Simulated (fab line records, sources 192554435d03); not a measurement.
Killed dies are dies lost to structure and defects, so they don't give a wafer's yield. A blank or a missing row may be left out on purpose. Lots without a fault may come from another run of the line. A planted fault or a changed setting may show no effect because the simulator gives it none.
Split-lot experiment | flow n5_finfet | 7 lots, 39 wafers read, on a route of 1938 steps

THE SPLIT
At N5_SD_EPI_N_ETCH_35 (etches SOC in N2/H2, overetch 108 nm, time 486 s), the setting time_s was moved away from the recipe's 486 s on 9 of the 39 wafers read, by -51.6% to -33.5%. The other wafers ran this setting at the recipe's value.

FROM THE SPLIT TO THE READING: what the file shows between them, 1 step
- N5_SD_EPI_N_STRIP_36: strips in N2/H2

THE READING
oes_product_au, in a.u., at N5_SD_EPI_N_ETCHBACK_44 (etches SiNx in CH3F/O2, stops on SiO2, target depth 14.5 nm). Fault-free wafers of this fab line usually give 0.65 a.u., standard deviation 0.074 a.u..

wafer  | tool, chamber at the split | time_s as run, s | against the recipe | oes_product_au, a.u. | against lot-mates on the recipe
L077.1 | rie_diel-04, 3             | 235.4            | -51.6%             | 0.26                 | -0.35
L077.2 | rie_diel-04, 2             | 235.4            | -51.6%             | 0.27                 | -0.34
L077.3 | rie_diel-04, 1             | 486              | recipe             | 0.61                 | -
L077.4 | rie_diel-04, 0             | 486              | recipe             | 0.59                 | -
L077.5 | rie_diel-04, 2             | 486              | recipe             | 0.62                 | -
L077.6 | rie_diel-04, 1             | 235.4            | -51.6%             | 0.27                 | -0.34
L079.1 | rie_diel-04, 0             | 486              | recipe             | 0.59                 | -
L079.2 | rie_diel-04, 3             | 486              | recipe             | 0.60                 | -
L079.3 | rie_diel-04, 2             | 486              | recipe             | 0.62                 | -
L079.4 | rie_diel-04, 1             | 256.1            | -47.3%             | 0.27                 | -0.33
L079.5 | rie_diel-04, 3             | 256.1            | -47.3%             | 0.27                 | -0.33
L079.6 | rie_diel-04, 2             | 256.1            | -47.3%             | 0.27                 | -0.33
L082.1 | rie_diel-04, 3             | 486              | recipe             | 0.60                 | -
L082.2 | rie_diel-04, 0             | 486              | recipe             | 0.60                 | -
L082.3 | rie_diel-04, 1             | 486              | recipe             | 0.61                 | -
L082.4 | rie_diel-04, 2             | 486              | recipe             | 0.62                 | -
L082.5 | rie_diel-04, 3             | 486              | recipe             | 0.60                 | -
L082.6 | rie_diel-04, 0             | 486              | recipe             | 0.59                 | -
L083.1 | rie_diel-05, 1             | 486              | recipe             | 0.72                 | -
L083.2 | rie_diel-05, 2             | 486              | recipe             | 0.68                 | -
L083.3 | rie_diel-05, 3             | 323.2            | -33.5%             | 0.27                 | -0.43
L083.4 | rie_diel-05, 0             | 323.2            | -33.5%             | 0.27                 | -0.43
L083.5 | rie_diel-05, 2             | 486              | recipe             | 0.69                 | -
L083.6 | rie_diel-05, 3             | 323.2            | -33.5%             | 0.26                 | -0.44
L087.1 | rie_diel-05, 0             | 486              | recipe             | 0.61                 | -
L087.2 | rie_diel-05, 1             | 486              | recipe             | 0.71                 | -
L087.3 | rie_diel-05, 3             | 486              | recipe             | 0.60                 | -
L087.4 | rie_diel-05, 2             | 486              | recipe             | 0.68                 | -
L087.5 | rie_diel-05, 3             | 486              | recipe             | 0.60                 | -
L087.6 | rie_diel-05, 2             | 486              | recipe             | 0.67                 | -
L089.1 | rie_diel-04, 2             | 486              | recipe             | 0.61                 | -
L089.2 | rie_diel-04, 3             | 486              | recipe             | 0.58                 | -
L089.3 | rie_diel-04, 1             | 486              | recipe             | 0.60                 | -
L089.4 | rie_diel-04, 1             | 486              | recipe             | 0.60                 | -
L089.5 | rie_diel-04, 2             | 486              | recipe             | 0.60                 | -
L089.6 | rie_diel-04, 3             | 486              | recipe             | 0.59                 | -
L097.2 | rie_diel-04, 2             | 486              | recipe             | 0.60                 | -
L097.4 | rie_diel-04, 2             | 486              | recipe             | 0.59                 | -
L097.5 | rie_diel-04, 0             | 486              | recipe             | 0.78                 | -

THE FIT
A straight line over all 39 wafers: oes_product_au changes by +0.00779 a.u. for each +1% of time_s; r = +0.94; the points scatter about the line by 0.053 a.u..
The same after taking each lot's own level away (the mean of its wafers on the recipe; 39 wafers): +0.00781 a.u. for each +1%; r = +0.93; scatter 0.061 a.u..
On that fit, the largest move of time_s shifts the reading by 0.4 a.u..
The lots' own levels span 0.597 to 0.697 a.u., that is 1.4 times the standard deviation above.
So the lot-to-lot level changes the slope little: the two slopes agree.
Check: with one of the wafers moved furthest among these (-51.6%) left out of the fit, the line predicts -0.419 a.u. for it against its lot-mates. It came out at -0.347 a.u. against them.

OTHER SPLITS ON THESE WAFERS
These wafers also went through other splits before the reading. Each is held against what the fit with the lots' levels taken away leaves over:
other split on the same wafers       | wafers away from the commonest value | r with oes_product_au (lot level and that fit taken away)
N5_ZERO_LAYER_ETCH_18 target_depth_a | 12                                   | +0.13

THE WHOLE CHAIN: every reading that the file lists as answering this split, in the file's order
step                    | what it does                                                | reading                                                                           | change (the file's fit)                   | r (the file's)
N5_SD_EPI_N_ETCH_35     | etches SOC in N2/H2, overetch 108 nm, time 486 s            | SD_EPI_N.cd_nm (the simulator's own value, which no gauge read)                   | +0.128 nm for each +1% of the setting     | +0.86
N5_SD_EPI_N_ETCH_35     | etches SOC in N2/H2, overetch 108 nm, time 486 s            | SiARC_of_SD_EPI_N_COAT_33.thk_nm (the simulator's own value, which no gauge read) | -0.144 nm for each +1% of the setting     | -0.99
N5_SD_EPI_N_ETCHBACK_44 | etches SiNx in CH3F/O2, stops on SiO2, target depth 14.5 nm | oes_product_au                                                                    | +0.00798 a.u. for each +1% of the setting | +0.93

THE FILE'S OWN FIT
oes_product_au changes by +0.00798 a.u. for each +1% of time_s, r = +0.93.
